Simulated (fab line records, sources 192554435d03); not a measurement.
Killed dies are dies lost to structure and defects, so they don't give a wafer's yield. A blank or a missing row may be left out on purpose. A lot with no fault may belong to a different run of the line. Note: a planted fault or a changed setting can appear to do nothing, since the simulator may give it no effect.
A lot that was struck, set against a sound lot ; flow n5 finfet ; 16 steps out of a route of 1938
Sound: wafers L966.1, L966.3, L966.5. Struck: wafer L956.5 (left out: L956.1, a lot-mate that was not struck); the cause follows at the end.
Order at every step that has rows: each side's tool, ch and its chambers, its first start. Under that, the readings that differ: sound wafers ; struck wafers ; difference of the means ; sigmas: that difference in standard deviations of wafers without a fault.
alike: readings whose means differ by less than 2 such deviations, and words and numbers that are the same on both sides. not compared: withheld readings, readings that some wafer has no value for, bounds like >300 that may hide the same value, and numbers for which the record gives no deviation and whose values overlap.
The two part at a step that has a row with sigmas, a row that says differs or no value, or rows on one side only. Numbers that have no deviation but don't overlap get no sigmas and don't part them. Lack of a reading on every wafer of one side parts them only where that side has two or more wafers.

first, 2 steps without rows for these wafers: N5_BEOL_M4_STRIP_36 (strips in N2/H2); N5_BEOL_M4_TRENCH_ETCH_37 (etches SiOC in C4F6/O2, target depth 55.555 nm, time 29.2 s).
N5_BEOL_M4_ETCH_41: etches SiCN in CH3F/O2, target depth 29.9 nm, time 52.5 s.
  sound: rie diel-05 ch 0,1; struck: rie diel-02 ch 1
  alike: CH3F_flow_sccm, drypump motor current A, oes product au, rf vpp V, showerhead plenum p Torr, throttle valve pct
  not compared: rf hours counter h
N5_BEOL_M4_STRIP_97: strips in N2/H2, time 10 s.
  sound: rie diel-05 ch 0,1; struck: rie diel-02 ch 1
reading;sound;struck;difference;sigmas
throttle valve pct (%);23.1 23.4 23.1;24.2;+1.0;+2
  alike: drypump motor current A, oes product au, rf vpp V, showerhead plenum p Torr
  not compared: rf hours counter h
N5_BEOL_M4_OCD_MEAS_38:
  sound on ocd-01 at day 13 04:36; struck on ocd-02 at day 10 22:31
  alike: trench depth nm
then, 4 steps without rows for these wafers: N5_BEOL_M4_HM_STRIP_39 (strips TiN in peroxide tin strip, target depth 25 nm, time 158 s); N5_BEOL_M4_SRD_40 (time 30 s); N5_BEOL_M4_PRECLEAN_42 (cleans in residue remover, time 60 s); N5_BEOL_M4_SRD_43 (time 30 s).
N5_BEOL_M4_CD_MEAS_35: target cd 18 nm, target cd y 22.4 nm.
  sound on cd sem-01 at day 13 04:45; struck on cd sem-01 at day 10 22:40
  alike: cd nm
N5_BEOL_M4_DEGAS_44: time 60 s.
  sound on pvd sputter-03 at day 13 05:02; struck on pvd sputter-01 at day 10 22:53
  alike: heater power w
N5_BEOL_M4_PRE_CLEAN_45: time 30 s.
  sound on pvd sputter-03 at day 13 05:05; struck on pvd sputter-01 at day 10 22:56
  alike: heater power w
N5_BEOL_M4_ALD_84: deposits TaN, pulse time 2 s, purge time 3 s, co reactant purge time 2 s.
  sound on ald metal-04 ch 0,3, day 13 05:08; struck on ald metal-02 ch 3, day 10 23:00
reading;sound;struck;difference;sigmas
co reactant pulse time s (s);3 3 3;2.8502;-0.1498;
  alike: heater power outer w, heater power w
N5_BEOL_M4_SURFACE_TREAT_85:
  sound on pvd sputter-02 at day 13 05:25; struck on pvd sputter-03 at day 10 23:16
  not compared: throttle valve pct
N5_BEOL_M4_RC_MEAS_101:
  sound on prober-01 ch 0, day 13 09:04; struck on prober-01 ch 0, day 11 02:39
  alike: DIBL_N, DIBL_P, IOFF_N, IOFF_P, ION_N, ION_P, SS_N, SS_P, VT_N, VT_P
-- record jumps: 4 days separate the struck wafers' starts on either side; left off in module BEOL_M4, taken up again in module PASSIVATION, whose first shown step is the route's number 1936 --
N5_PASSIVATION_PROBE_49:
  sound on prober-01 at day 18 08:57; struck on prober-01 at day 15 13:41
reading;sound;struck;difference;sigmas
defect limited yield (%);88.6 89.8 91.5;94.5;+4.5;+3
killed_at_M0_to_M3;42 55 44;9;-38;-4
killed dies;134 120 100;65;-53;-3
killed open;93 86 70;44;-39;-3
killed short;41 32 28;20;-14;-2
sort_bin_6_memory (%);5.3 4.8 4.2;1.9;-2.9;-4
sort n pass;1046 1060 1080;1115;+53;+3
sort yield pct (%);88.6 89.8 91.5;94.5;+4.5;+3
  alike: killed_at_M4_up, killed at contacts, killed at front end, killed at other, killed on rim, sort_bin_5_function, sort_bin_8_speed

WHERE THEY PART
First at N5_BEOL_M4_STRIP_97; last, within this record, at N5_PASSIVATION_PROBE_49.

WHY: whatever the simulator had introduced
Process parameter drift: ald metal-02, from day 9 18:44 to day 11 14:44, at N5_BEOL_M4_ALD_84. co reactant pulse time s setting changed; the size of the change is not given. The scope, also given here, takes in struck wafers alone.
